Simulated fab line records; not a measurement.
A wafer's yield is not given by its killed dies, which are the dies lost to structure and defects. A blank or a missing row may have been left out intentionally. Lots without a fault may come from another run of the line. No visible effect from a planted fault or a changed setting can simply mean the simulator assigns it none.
The tool behind it: which one? -- flow nand-harc -- 36 wafers from 12 lots sampled at 5 of the route's 1159 steps

== WHAT THE GAUGES SHOWED, per wafer ==
NHARC_END_SORT_01. Usual: killed-at-array 27, standard deviation 11; killed-at-other 0.8, standard deviation 1.1; killed-at-periphery 2.8, standard deviation 1.9; killed-dies 30, standard deviation 11; killed-open 3.3, standard deviation 1.8; killed-short 2.3, standard deviation 1.5.
lot,measured,on,killed-at-array,killed-at-other,killed-at-periphery,killed-dies,killed-open,killed-short,flag
L881,day 21 09:46,prober-02,97 37 39,4 3 1,4 5 2,105 45 42,3 4 3,2 5 2,OFF

== WHICH TOOL RAN EACH LOT (tool, then ch and the chambers of the sampled wafers, then the start) ==
lot,NHARC_A_SGD_CUT_ETCH_59,NHARC_A_BONDPAD_ETCH_12,NHARC_THIN_TSV_PVD_19,NHARC_THIN_TSV_ANNEAL_52
L873,"rie-diel-12 ch 0,1,2, day 13 14:35","rie-diel-10 ch 0,2,3, day 18 15:35 or earlier","pvd-sputter-01, day 18 15:35 or earlier","rtp-anneal-02 ch 0, day 18 15:35"
L875,"rie-diel-13 ch 0,2,3, day 14 08:54","rie-diel-10 ch 2,3, day 18 22:10 or earlier","pvd-sputter-03, day 18 22:10 or earlier","rtp-anneal-01 ch 0, day 18 22:10"
L876,"rie-diel-13 ch 0,2, day 14 10:07","rie-diel-01 ch 0,1,2, day 18 21:14 or earlier","pvd-sputter-02, day 18 21:14 or earlier","rtp-anneal-02 ch 0, day 18 21:14"
L874,"rie-diel-12 ch 0,1, day 14 10:19","rie-diel-10 ch 1,2,3, day 19 07:22 or earlier","pvd-sputter-03, day 19 07:22 or earlier","rtp-anneal-02 ch 0, day 19 07:22"
L881,"rie-diel-13 ch 0,1,3, day 16 06:05","rie-diel-01 ch 0,2, day 20 22:47 or earlier","pvd-sputter-02, day 20 22:47 or earlier","rtp-anneal-01 ch 0, day 20 22:47"
L891,"rie-diel-12 ch 0,1,3, day 17 17:56","rie-diel-03 ch 0,1,3, day 22 22:35 or earlier","pvd-sputter-01, day 22 22:35 or earlier","rtp-anneal-02 ch 0, day 22 22:35"
L888,"rie-diel-02 ch 1,2, day 18 03:35","rie-diel-10 ch 0,1,3, day 23 02:58 or earlier","pvd-sputter-02, day 23 02:58 or earlier","rtp-anneal-01 ch 0, day 23 02:58"
L892,"rie-diel-02 ch 0,1,2, day 18 15:41","rie-diel-10 ch 1,2,3, day 23 09:44 or earlier","pvd-sputter-02, day 23 09:44 or earlier","rtp-anneal-01 ch 0, day 23 09:44"
L887,"rie-diel-12 ch 0,1,2, day 18 15:58","rie-diel-03 ch 2,3, day 23 11:03 or earlier","pvd-sputter-03, day 23 11:03 or earlier","rtp-anneal-01 ch 0, day 23 11:03"
L893,"rie-diel-02 ch 1,2, day 18 20:34","rie-diel-10 ch 0,2, day 23 21:37 or earlier","pvd-sputter-01, day 23 21:37 or earlier","rtp-anneal-02 ch 0, day 23 21:37"
L896,"rie-diel-13 ch 0,1,2, day 19 11:11","rie-diel-10 ch 1,2, day 24 21:53 or earlier","pvd-sputter-01, day 24 21:53 or earlier","rtp-anneal-01 ch 0, day 24 21:53"
L895,"rie-diel-12 ch 0,2, day 19 11:34","rie-diel-10 ch 0,1,3, day 24 09:48 or earlier","pvd-sputter-03, day 24 09:48 or earlier","rtp-anneal-01 ch 0, day 24 09:48"
- NHARC_A_SGD_CUT_ETCH_59: etches the open film in N2/H2, target depth 260 nm, time 406.25 s.
- NHARC_A_BONDPAD_ETCH_12: etches the open film in CHF3/O2, target depth 220 nm, time 110 s.
- NHARC_THIN_TSV_PVD_19: deposits TaN, target thk 20 nm.
- NHARC_THIN_TSV_ANNEAL_52: time 90 s.

== WHAT THE TOOLS THEMSELVES READ (means of the sampled wafers that have a number; where no wafer has one, the mark that the record gives instead) ==
NHARC_A_SGD_CUT_ETCH_59. Usual: drypump-motor-current-A 5.9 A, standard deviation 0.53; oes-product-au 0.999 a.u., standard deviation 0.007; rf-vpp-V 431.6 V, standard deviation 2.6; showerhead-plenum-p-Torr 2.08 Torr, standard deviation 0.091; throttle-valve-pct 14.172 %, standard deviation 0.0097.
lot,tool,drypump-motor-current-A (A),oes-product-au (a.u.),rf-vpp-V (V),showerhead-plenum-p-Torr (Torr),throttle-valve-pct (%),flag
L873,rie-diel-12,6.1,1.009,434.8,2.18,14.168,
L875,rie-diel-13,5.8,0.997,431.6,2.07,14.178,
L876,rie-diel-13,5.6,0.992,431.3,2.07,14.179,
L874,rie-diel-12,6.6,1.002,434.2,2.19,14.183,
L881,rie-diel-13,5.8,0.994,430.1,2.03,14.168,
L891,rie-diel-12,6.2,0.999,432.6,2.11,14.171,
L888,rie-diel-02,6.0,0.998,432.3,2.08,14.171,
L892,rie-diel-02,6.0,0.995,429.7,2.01,14.166,
L887,rie-diel-12,6.1,1.001,434.6,2.17,14.172,
L893,rie-diel-02,6.0,1.003,429.8,2.01,14.177,
L896,rie-diel-13,5.7,0.988,430.8,2.03,14.174,
L895,rie-diel-12,5.6,0.998,433.8,2.15,14.163,

NHARC_A_BONDPAD_ETCH_12. Usual: drypump-motor-current-A 5.5 A, standard deviation 0.41; o2-flow-sccm 10.00 sccm, standard deviation 0.031; oes-product-au 0.948 a.u., standard deviation 0.025; rf-vpp-V 370.8 V, standard deviation 2.2; showerhead-plenum-p-Torr 2.41 Torr, standard deviation 0.1; throttle-valve-pct 20.573 %, standard deviation 0.011.
lot,tool,drypump-motor-current-A (A),o2-flow-sccm (sccm),oes-product-au (a.u.),rf-vpp-V (V),showerhead-plenum-p-Torr (Torr),throttle-valve-pct (%),flag
L873,rie-diel-10,5.4,10.00,0.968,372.0,2.44,20.569,
L875,rie-diel-10,5.4,10.00,0.943,373.1,2.53,20.582,
L876,rie-diel-01,5.5,9.96,0.915,370.3,2.40,20.567,
L874,rie-diel-10,5.3,10.00,0.973,370.6,2.45,20.577,
L881,rie-diel-01,5.4,10.01,0.916,369.9,2.39,20.564,
L891,rie-diel-03,6.0,9.98,0.923,371.2,2.43,20.569,
L888,rie-diel-10,5.3,9.99,0.918,370.0,2.36,20.571,
L892,rie-diel-10,5.3,10.01,0.975,372.1,2.45,20.582,
L887,rie-diel-03,6.7,9.98,0.939,370.4,2.40,20.571,
L893,rie-diel-10,5.3,10.01,0.963,371.1,2.41,20.583,
L896,rie-diel-10,5.1,9.96,0.976,372.4,2.50,20.558,
L895,rie-diel-10,5.3,10.00,0.970,370.2,2.36,20.569,

NHARC_THIN_TSV_PVD_19. Usual: 30.3 % for throttle-valve-pct, sd 1.
lot,tool,throttle-valve-pct (%),flag
L873,pvd-sputter-01,30.6,
L875,pvd-sputter-03,30.1,
L876,pvd-sputter-02,29.9,
L874,pvd-sputter-03,31.0,
L881,pvd-sputter-02,29.9,
L891,pvd-sputter-01,29.3,
L888,pvd-sputter-02,30.5,
L892,pvd-sputter-02,29.7,
L887,pvd-sputter-03,30.8,
L893,pvd-sputter-01,31.0,
L896,pvd-sputter-01,29.1,
L895,pvd-sputter-03,30.2,

NHARC_THIN_TSV_ANNEAL_52. Usual: 226.11 for wafer_temp_C_max, sd 0.25.
lot,tool,wafer_temp_C_max,flag
L873,rtp-anneal-02,226.24,
L875,rtp-anneal-01,225.98,
L876,rtp-anneal-02,226.06,
L874,rtp-anneal-02,226.25,
L881,rtp-anneal-01,226.02,
L891,rtp-anneal-02,226.08,
L888,rtp-anneal-01,226.01,
L892,rtp-anneal-01,226.26,
L887,rtp-anneal-01,225.94,
L893,rtp-anneal-02,226.21,
L896,rtp-anneal-01,226.04,
L895,rtp-anneal-01,225.80,

== THE ANSWER, worked out from the rows above alone ==
Rule: a lot is off if the mean of its wafers that have a number lies more than 3 standard deviations from the usual mean. Also off: a lot with no number at a reading for which 4 or more lots have one. The other lots that the step has rows for count as sound. Order of review: gauges by route order, followed by the tools' own readings, for which a lot's mean as printed above is used. The first step at which some lot is off is used, and at that step the reading that is off furthest; a lot without a number counts as furthest.
Off at NHARC_END_SORT_01 (killed-dies): L881. Neither off nor sound, because the step has no rows for them: L873, L875, L876, L874, L891, L888, L892, L887, L893, L896, L895.
A tool fits if, at a process step before that reading, it ran every lot that is off, and no sound lot after the first of them. Those tools and the gauges at NHARC_END_SORT_01 are tried in the same way. With no start given for some of its lots, NHARC_A_BONDPAD_ETCH_12 uses the hours and lot order of NHARC_THIN_TSV_ANNEAL_52. With no start given for some of its lots, NHARC_THIN_TSV_PVD_19 uses the hours and lot order of NHARC_THIN_TSV_ANNEAL_52. Can't be told from this: 5 tools fit, rie-diel-13 at NHARC_A_SGD_CUT_ETCH_59, rie-diel-01 at NHARC_A_BONDPAD_ETCH_12, pvd-sputter-02 at NHARC_THIN_TSV_PVD_19, rtp-anneal-01 at NHARC_THIN_TSV_ANNEAL_52, prober-02 at NHARC_END_SORT_01.

== WHAT THE SIMULATOR HAD INSERTED ==
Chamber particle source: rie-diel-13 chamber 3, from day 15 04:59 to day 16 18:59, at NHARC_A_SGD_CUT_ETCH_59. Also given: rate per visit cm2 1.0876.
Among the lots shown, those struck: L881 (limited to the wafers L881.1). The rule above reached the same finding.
